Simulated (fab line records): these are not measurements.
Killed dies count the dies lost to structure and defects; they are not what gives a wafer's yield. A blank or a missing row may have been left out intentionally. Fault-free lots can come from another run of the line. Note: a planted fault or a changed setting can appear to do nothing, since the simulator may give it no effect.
A lot that was struck, set against a sound lot | flow n5-finfet | 39 out of 1938 route steps
Sound: the wafers L706.1, L706.5, L706.6. Struck: wafer L708.5. (L708.3 of the same lot was not struck and is left out.) The cause comes at the end.
Order at every step that has rows: each side's tool, ch and its chambers, its first start. Under that, the readings that differ: sound wafers | struck wafers | difference of the means | sigmas: that difference in standard deviations of wafers without a fault.
alike: a reading whose means differ by less than 2 such deviations, as well as words and numbers matching on both sides. not compared: withheld readings; readings where some wafer has no value; bounds like >300 that might hide an equal value; numbers whose values overlap and for which the record gives no deviation.
A row with sigmas, a row that says differs or no value, or rows on one side alone: a step with any of these is where the two part. Non-overlapping numbers with no deviation appear without sigmas and do not part them. A reading missing from all wafers of one side parts the sides only when that side holds two or more wafers.

first, 10 steps without rows for these wafers: N5_BEOL_M2_STRIP_36 (strips in N2/H2); N5_BEOL_M2_TRENCH_ETCH_37 (etches SiOC in C4F6/O2, target depth 55.555 nm, time 29.2 s); N5_BEOL_M2_ETCH_41 (etches SiCN in CH3F/O2, target depth 29.9 nm, time 52.5 s); N5_BEOL_M2_STRIP_97 (strips in N2/H2, time 10 s); N5_BEOL_M2_HM_STRIP_39 (strips TiN in peroxide tin strip, target depth 25 nm, time 158 s); N5_BEOL_M2_SRD_40 (time 30 s); N5_BEOL_M2_PRECLEAN_42 (cleans in residue remover, time 60 s); N5_BEOL_M2_SRD_43 (time 30 s); N5_BEOL_M2_DEGAS_44 (time 60 s); N5_BEOL_M2_PRE_CLEAN_45 (time 30 s).
N5_BEOL_M2_ALD_84: deposits TaN, pulse time 2 s, purge time 3 s, co reactant purge time 2 s.
  sound on ald-metal-03 ch 1,2,3, day 11 03:26; struck on ald-metal-02 ch 3, day 11 09:08
  reading    | sound    | struck | difference | sigmas
  ald-cycles | 30 30 30 | 24     | -6         |
  alike: heater-power-w, precursor-vessel-carrier-sccm, precursor-vessel-pressure-torr
then, 26 steps without rows for these wafers: N5_BEOL_M2_SURFACE_TREAT_85; N5_BEOL_M2_CVD_47 (deposits Co from CCTBA/H2, target thk 3 nm, time 223.8 s); N5_BEOL_M2_SPUTTER_48 (material Cu, target thk 4.5 nm, time 8.29 s); N5_BEOL_M2_ANNEAL_49 (time 240 s); N5_BEOL_M2_SPUTTER_79 (material Cu, target thk 4.5 nm, time 8.29 s); N5_BEOL_M2_ANNEAL_80 (time 240 s); N5_BEOL_M2_SPUTTER_81 (material Cu, target thk 4.5 nm, time 8.29 s); N5_BEOL_M2_ANNEAL_82 (time 240 s); N5_BEOL_M2_SPUTTER_86 (material Cu, target thk 4.5 nm, time 8.29 s); N5_BEOL_M2_ANNEAL_87 (time 240 s); N5_BEOL_M2_SPUTTER_88 (material Cu, target thk 4.5 nm, time 8.29 s); N5_BEOL_M2_ANNEAL_89 (time 240 s); N5_BEOL_M2_SPUTTER_90 (material Cu, target thk 4.5 nm, time 8.29 s); N5_BEOL_M2_ANNEAL_91 (time 240 s); N5_BEOL_M2_SPUTTER_92 (material Cu, target thk 4.5 nm, time 8.29 s); N5_BEOL_M2_ANNEAL_93 (time 240 s); N5_BEOL_M2_SPUTTER_94 (material Cu, target thk 4.5 nm, time 8.29 s); N5_BEOL_M2_ANNEAL_95 (time 240 s); N5_BEOL_M2_SPUTTER_96 (material Cu, target thk 4.5 nm, time 8.29 s); N5_BEOL_M2_ECD_50 (material Cu, target thk 300 nm); N5_BEOL_M2_ANNEAL_51 (time 90 s); N5_BEOL_M2_CMP_52 (polishes, stops on SiOC, t overpolish 6.8 s, target thk 40 nm); N5_BEOL_M2_PRE_CLEAN_60 (time 15 s); N5_BEOL_M2_CO_CAP_55 (material Co, precursor CCTBA/H2, target thk 2 nm, time 102.1 s); N5_BEOL_M2_PRE_CLEAN_56 (time 15 s); N5_BEOL_M2_DEP_57 (deposits SiCN from 3MS/NH3, target thk 8 nm, time 14 s).
N5_BEOL_M4_RC_MEAS_101:
  sound on prober-01 ch 0, day 12 04:27; struck on prober-02 ch 0, day 12 15:13
  reading             | sound       | struck | difference | sigmas
  CHAIN_V1 (ohm/link) | 223 220 228 | 186    | -38        | -4
  alike: COMB_M2, DIBL_N, DIBL_P, IOFF_N, IOFF_P, ION_N, ION_P, SS_N, SS_P, VT_N, VT_P
-- record jumps: 4 days separate the struck wafers' starts on either side; left off in module BEOL_M4, taken up again in module PASSIVATION, whose first shown step is the route's number 1936 --
N5_PASSIVATION_PROBE_49:
  sound on prober-01 at day 16 19:49; struck on prober-01 at day 16 23:59
  reading                | sound    | struck | difference | sigmas
  killed-at-contacts     | 4 17 13  | 28     | +17        | +3
  killed-at-front-end    | 39 43 48 | 20     | -23        | -2
  sort_bin_4_leakage (%) | 0 0 0    | 1.61   | +1.61      | +41
  alike: defect-limited-yield, killed_at_M0_to_M3, killed_at_M4_up, killed-at-other, killed-dies, killed-open, killed-short, sort_bin_5_function, sort_bin_6_memory, sort-n-pass, sort-yield-pct

WHERE THEY PART
At N5_BEOL_M4_RC_MEAS_101 first; at N5_PASSIVATION_PROBE_49 last (within this record only).

WHY: what the simulator had put in
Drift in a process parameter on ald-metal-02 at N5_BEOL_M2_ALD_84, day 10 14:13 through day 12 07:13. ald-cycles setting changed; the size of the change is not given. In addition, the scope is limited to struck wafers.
